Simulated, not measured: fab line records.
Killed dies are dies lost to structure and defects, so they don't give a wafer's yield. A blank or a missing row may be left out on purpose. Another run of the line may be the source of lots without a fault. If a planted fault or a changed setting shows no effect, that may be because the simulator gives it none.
Struck lot and sound lot, side by side -- flow n5_finfet -- 37 out of 1938 route steps
Sound: wafers L716.1, L716.3, L716.6. The struck wafers were L726.1, L726.4, L726.5. Last of all comes the cause.
Each step with rows lists, per side, the tool, then ch with its chambers, then its first start. Under that, the readings that differ: sound wafers -- struck wafers -- difference of the means -- sigmas: that difference in standard deviations of wafers without a fault.
alike: words and numbers the same on both sides, and readings whose means are apart by under 2 such deviations; not compared: readings that were withheld, readings missing a value for some wafer, numbers with overlapping values and no deviation given by the record, and bounds like >300 which may hide the same value.
Wherever a step has rows on one side only, a row that says differs or no value, or a row with sigmas, the two part there. When numbers do not overlap yet have no deviation, they are printed without sigmas and do not part them. A reading missing from all wafers of one side parts the sides only when that side holds two or more wafers.

first, 9 steps without rows for these wafers: N5_WELL_APT_HMDS_01 (time 60 s); N5_WELL_APT_COAT_02 (resist thk 950 nm); N5_WELL_APT_EBR_04; N5_WELL_APT_SOFTBAKE_03 (time 60 s); N5_WELL_APT_EXPOSE_05 (exposes mask NWELL, defocus 0 nm, target cd 200 nm); N5_WELL_APT_PEB_06 (peb time 90 s); N5_WELL_APT_DEVELOP_07 (develop time 45 s); N5_WELL_APT_HARDBAKE_12 (time 120 s); N5_WELL_APT_DESCUM_13 (chemistry O2, time 7.9 s).
N5_WELL_APT_IMPLANT_14:
  sound on implanter-02 ch 0, day 1 20:21; struck on implanter-02 ch 0, day 4 08:04
reading,sound,struck,difference,sigmas
dose_ions_cm2,1.5006e+13 1.5015e+13 1.4999e+13,8.809e+12 8.806e+12 8.809e+12,-6.199e+12,-99 or more
faraday_current_uA,192 196 190,110 109 112,-82,-21
  alike: beam_energy_keV
then, 25 steps without rows for these wafers: N5_WELL_APT_IMPLANT_15; N5_WELL_APT_STRIP_16 (strips in SPM, time 900 s); N5_WELL_APT_HMDS_18 (time 60 s); N5_WELL_APT_COAT_19 (resist thk 950 nm); N5_WELL_APT_EBR_21; N5_WELL_APT_SOFTBAKE_20 (time 60 s); N5_WELL_APT_EXPOSE_22 (exposes mask PWELL, defocus 0 nm, target cd 200 nm); N5_WELL_APT_PEB_23 (peb time 90 s); N5_WELL_APT_DEVELOP_24 (develop time 45 s); N5_WELL_APT_HARDBAKE_29 (time 120 s); N5_WELL_APT_DESCUM_30 (chemistry O2, time 7.9 s); N5_WELL_APT_IMPLANT_31; N5_WELL_APT_IMPLANT_32; N5_WELL_APT_STRIP_33 (strips in SPM, time 900 s); N5_WELL_APT_RTA_34 (time 10 s); N5_WELL_APT_OXIDE_STRIP_42 (strips SiO2 in dHF, time 45 s, target depth 12 nm); N5_WELL_APT_PRECLEAN_36 (cleans in O3/DIW, time 45 s); N5_WELL_APT_PRECLEAN_39 (cleans in dHF, time 60 s); N5_WELL_APT_SRD_37 (time 30 s); N5_WELL_APT_EPI_41 (deposits Si from SiH4/H2, target thk 50 nm, time 297.7 s); N5_PMOS_HMC_CHANNEL_EPI_HM_DEP_34 (deposits SiO2 from TEOS/O2, target thk 36 nm, time 6.9 s); N5_PMOS_HMC_CHANNEL_EPI_COAT_31 (time 60 s, resist thk 66 nm); N5_PMOS_HMC_CHANNEL_EPI_COAT_03 (resist thk 205 nm); N5_PMOS_HMC_CHANNEL_EPI_EBR_05; N5_PMOS_HMC_CHANNEL_EPI_SOFTBAKE_04 (time 60 s).
-- here the record skips 8 days between the struck wafers' starts before and after, leaving off in module PMOS_HMC_CHANNEL_EPI and picking up in module BEOL_M4 (first step shown: number 1111 of the route) --
N5_BEOL_M4_RC_MEAS_101:
  sound on prober-01 ch 0, day 8 03:00; struck on prober-01 ch 0, day 11 22:34
reading,sound,struck,difference,sigmas
RS_NWELL (ohm/sq),1036 1030 1038,1406 1415 1419,+379,+55
  alike: DIBL_N, DIBL_P, IOFF_N, IOFF_P, ION_N, ION_P, SS_N, SS_P, VT_N, VT_P
after that, 1 step had no rows for these wafers: N5_PASSIVATION_PROBE_49.

WHERE THEY PART
Last at N5_BEOL_M4_RC_MEAS_101 as far as this record goes, first at N5_WELL_APT_IMPLANT_14.

WHY: whatever the simulator had introduced
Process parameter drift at N5_WELL_APT_IMPLANT_14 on implanter-02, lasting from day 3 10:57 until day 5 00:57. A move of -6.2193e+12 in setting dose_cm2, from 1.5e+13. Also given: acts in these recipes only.
